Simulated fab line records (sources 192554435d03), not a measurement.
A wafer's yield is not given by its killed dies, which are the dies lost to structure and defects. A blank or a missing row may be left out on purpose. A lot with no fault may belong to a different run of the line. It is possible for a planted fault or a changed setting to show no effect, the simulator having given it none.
Chamber matching -- flow n5 finfet -- rie diel-02 running N5_BEOL_M2_VIA_ETCH_34: 4 sister chambers
The step etches the open film in C4F6/O2, target depth 69.4 nm, time 65.9 s. 4 wafers are shown with their chamber, then 10 later ones without.

== WAFERS WITH THEIR CHAMBER ==
wafer,chamber,rf vpp V (V)
L082.3,2,673
L083.6,1,694
L090.1,3,668
L090.2,0,644

== WAFERS MISSING THEIR CHAMBER ==
wafer,rf vpp V (V)
L090.4,695
L093.3,645
L093.4,695
L093.6,693
L096.1,669
L096.3,673
L096.5,644
L097.1,643
L097.4,672
L097.5,644

== WHICH CHAMBER EACH WENT THROUGH ==
wafer,from the rows above,in truth
L090.4,1,1
L093.3,0,0
L093.4,1,1
L093.6,1,1
L096.1,3,3
L096.3,2,2
L096.5,0,0
L097.1,0,0
L097.4,2,2
L097.5,0,0
Correctly placed: 10 of 10. Can't be placed from these rows: 0. Wrongly placed: 0.
How it was worked out, from the rows above alone: a wafer's distance from a chamber is the root of the sum, over the readings, of the square of ((its reading less the chamber's mean) divided by the reading's scatter). If the next closest chamber is less than 2 further off than the closest, the wafer can't be placed; otherwise it belongs to the closest. Each chamber's mean is taken over the wafers shown for it. The scatter (one wafer shown for each chamber): square how far every hidden wafer sits from the nearest shown wafer, average those squares and take the square root.
